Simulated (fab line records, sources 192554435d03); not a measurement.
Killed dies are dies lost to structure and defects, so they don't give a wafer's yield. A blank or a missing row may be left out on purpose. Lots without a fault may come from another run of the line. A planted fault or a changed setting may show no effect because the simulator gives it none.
Split-lot experiment | flow n5_finfet | 7 lots, 21 wafers read, on a route of 1938 steps

THE SPLIT
At N5_PMOS_HMC_CHANNEL_EPI_PEB_07 (peb time 60 s), the setting peb_temp_c was moved away from the recipe's 110 C on 6 of the 21 wafers read, by -2.3% to +1.9%. The other wafers ran this setting at the recipe's value.

FROM THE SPLIT TO THE READING: what the file shows between them, 1 step
- N5_PMOS_HMC_CHANNEL_EPI_DEVELOP_08: develop time 30 s

THE READING
cd_nm, in nm, at N5_PMOS_HMC_CHANNEL_EPI_CD_MEAS_09 (target cd 237.4 nm). Fault-free wafers of this fab line usually give 237.3 nm, standard deviation 1 nm.

wafer  | tool, chamber at the split | peb_temp_c as run, C | against the recipe | cd_nm, nm | against lot-mates on the recipe
L082.2 | litho_track-05, 0          | 107.5                | -2.3%              | 229.4     | -7.2
L082.3 | litho_track-05, 0          | 107.5                | -2.3%              | 228.3     | -8.3
L082.4 | litho_track-05, 0          | 110                  | recipe             | 236.6     | -
L083.1 | litho_track-02, 0          | 108.7                | -1.2%              | 230.8     | -5.8
L083.2 | litho_track-02, 0          | 110                  | recipe             | 236.7     | -
L083.5 | litho_track-02, 0          | 110                  | recipe             | 236.5     | -
L085.1 | litho_track-05, 0          | 107.9                | -1.9%              | 229.7     | -6.7
L085.2 | litho_track-05, 0          | 110                  | recipe             | 236.4     | -
L085.4 | litho_track-05, 0          | 107.9                | -1.9%              | 230.7     | -5.7
L089.3 | litho_track-02, 0          | 110                  | recipe             | 236.6     | -
L089.4 | litho_track-02, 0          | 110                  | recipe             | 236.6     | -
L089.5 | litho_track-02, 0          | 110                  | recipe             | 237.6     | -
L092.3 | litho_track-05, 0          | 110                  | recipe             | 237.2     | -
L092.4 | litho_track-05, 0          | 110                  | recipe             | 236.5     | -
L092.6 | litho_track-05, 0          | 110                  | recipe             | 236.8     | -
L093.1 | litho_track-04, 0          | 110                  | recipe             | 236.7     | -
L093.2 | litho_track-04, 0          | 110                  | recipe             | 237.4     | -
L093.4 | litho_track-04, 0          | 110                  | recipe             | 237.4     | -
L094.3 | litho_track-04, 0          | 112.1                | +1.9%              | 243.7     | +5.9
L094.4 | litho_track-04, 0          | 110                  | recipe             | 237.7     | -
L094.5 | litho_track-04, 0          | 110                  | recipe             | 237.9     | -

THE FIT
A straight line over all 21 wafers: cd_nm changes by +3.64 nm for each +1% of peb_temp_c; r = +0.98; the points scatter about the line by 0.66 nm.
The same after taking each lot's own level away (the mean of its wafers on the recipe; 21 wafers): +3.36 nm for each +1%; r = +0.99; scatter 0.56 nm.
On that fit, the largest move of peb_temp_c shifts the reading by 7.6 nm.
The lots' own levels span 236.40 to 237.80 nm, that is 1.4 times the standard deviation above.
So the lot-to-lot level changes the slope little: the two slopes agree.
Check: with one of the wafers moved furthest among these (-2.3%) left out of the fit, the line predicts -7.91 nm for it against its lot-mates. It came out at -7.2 nm against them.

OTHER SPLITS ON THESE WAFERS
These wafers also went through other splits before the reading. Each is held against what the fit with the lots' levels taken away leaves over:
other split on the same wafers | wafers away from the commonest value | r with cd_nm (lot level and that fit taken away)
N5_WELL_APT_COAT_02 spin_rpm   | 5                                    | +0.51

THE WHOLE CHAIN: every reading that the file lists as answering this split, in the file's order
step                               | what it does             | reading                                                                     | change (the file's fit)              | r (the file's)
N5_PMOS_HMC_CHANNEL_EPI_CD_MEAS_09 | target cd 237.4 nm       | cd_nm                                                                       | +3.44 nm for each +1% of the setting | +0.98
N5_PMOS_HMC_CHANNEL_EPI_DESCUM_14  | chemistry O2, time 7.9 s | PMOS_HMC_CHANNEL_EPI.cd_nm (the simulator's own value, which no gauge read) | +3.48 nm for each +1% of the setting | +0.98

THE FILE'S OWN FIT
cd_nm changes by +3.44 nm for each +1% of peb_temp_c, r = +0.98.
